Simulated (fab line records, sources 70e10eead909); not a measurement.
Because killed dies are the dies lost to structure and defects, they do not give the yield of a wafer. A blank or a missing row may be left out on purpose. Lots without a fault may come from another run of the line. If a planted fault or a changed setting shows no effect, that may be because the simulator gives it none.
What tool caused it? || flow nandHarc || at 1 step of a route of 1302, 23 lots with 69 wafers sampled

## WHAT EACH GAUGE READ, for each wafer
NHARC_A_CONTACT_CD_MEAS_08: target cd 200 nm. Usual: 200.0 nm for cdNm, sd 0.41.
{"lot": "L074", "measured": "day 22 16:13", "on": "cdSem-01", "cdNm (nm)": "200.8 200.1 200.0", "flag": ""}
{"lot": "L075", "measured": "day 22 17:32", "on": "cdSem-01", "cdNm (nm)": "200.3 200.1 201.2", "flag": ""}
{"lot": "L076", "measured": "day 23 01:18", "on": "cdSem-03", "cdNm (nm)": "200.3 200.1 200.2", "flag": ""}
{"lot": "L078", "measured": "day 23 18:47", "on": "cdSem-01", "cdNm (nm)": "200.1 199.7 200.1", "flag": ""}
{"lot": "L077", "measured": "day 23 19:49", "on": "cdSem-02", "cdNm (nm)": "199.6 200.3 200.0", "flag": ""}
{"lot": "L079", "measured": "day 24 12:53", "on": "cdSem-01", "cdNm (nm)": "199.4 199.5 199.7", "flag": ""}
{"lot": "L080", "measured": "day 24 18:31", "on": "cdSem-02", "cdNm (nm)": "200.5 199.1 198.9", "flag": ""}
{"lot": "L081", "measured": "day 24 22:41", "on": "cdSem-02", "cdNm (nm)": "199.3 200.2 199.8", "flag": ""}
{"lot": "L083", "measured": "day 25 15:44", "on": "cdSem-03", "cdNm (nm)": "200.5 200.9 200.0", "flag": ""}
{"lot": "L082", "measured": "day 25 17:59", "on": "cdSem-03", "cdNm (nm)": "199.1 200.0 199.7", "flag": ""}
{"lot": "L085", "measured": "day 26 13:37", "on": "cdSem-02", "cdNm (nm)": "199.9 199.8 199.9", "flag": ""}
{"lot": "L084", "measured": "day 26 17:30", "on": "cdSem-03", "cdNm (nm)": "200.0 199.2 200.1", "flag": ""}
{"lot": "L086", "measured": "day 27 04:29", "on": "cdSem-03", "cdNm (nm)": "200.2 200.0 200.1", "flag": ""}
{"lot": "L089", "measured": "day 28 17:50", "on": "cdSem-02", "cdNm (nm)": "199.8 200.0 199.9", "flag": ""}
{"lot": "L088", "measured": "day 28 18:42", "on": "cdSem-01", "cdNm (nm)": "200.3 200.1 200.4", "flag": ""}
{"lot": "L090", "measured": "day 29 11:15", "on": "cdSem-03", "cdNm (nm)": "200.5 200.1 200.0", "flag": ""}
{"lot": "L091", "measured": "day 29 11:25", "on": "cdSem-01", "cdNm (nm)": "199.2 199.3 199.4", "flag": ""}
{"lot": "L093", "measured": "day 30 11:19", "on": "cdSem-02", "cdNm (nm)": "199.5 199.7 199.7", "flag": ""}
{"lot": "L092", "measured": "day 30 11:27", "on": "cdSem-01", "cdNm (nm)": "200.4 199.8 200.6", "flag": ""}
{"lot": "L095", "measured": "day 31 00:34", "on": "cdSem-03", "cdNm (nm)": "199.9 200.0 200.2", "flag": ""}
{"lot": "L096", "measured": "day 31 02:03", "on": "cdSem-03", "cdNm (nm)": "200.6 200.4 199.5", "flag": ""}
{"lot": "L094", "measured": "day 31 09:13", "on": "cdSem-02", "cdNm (nm)": "199.7 200.1 200.5", "flag": ""}
{"lot": "L097", "measured": "day 31 13:15", "on": "cdSem-03", "cdNm (nm)": "199.9 199.7 199.9", "flag": ""}

## TOOL THAT RAN EACH LOT (tool first, then ch and the chambers of the sampled wafers, then the start)
The record shows no process step preceding these readings.

## WHAT THE TOOLS THEMSELVES READ (means of the sampled wafers that have a number; where no wafer has one, the mark that the record gives instead)
The record holds no such reading with a usual standard deviation.

## THE ANSWER, worked out from the rows above alone
Rule: a lot is off if the mean of its wafers that have a number lies more than 3 standard deviations from the usual mean. A lot without any number at a reading at which 4 lots or more have one is off too. The other lots that the step has rows for count as sound. After the gauges, taken in route order, come the tools' own readings; for these a lot's mean is taken, as printed above. The first step at which some lot is off is used, and at that step the reading that is off furthest; a lot without a number counts as furthest.
No lot is off on any of the readings shown, so nothing can be concluded from this.

## WHAT WAS PUT IN BY THE SIMULATOR
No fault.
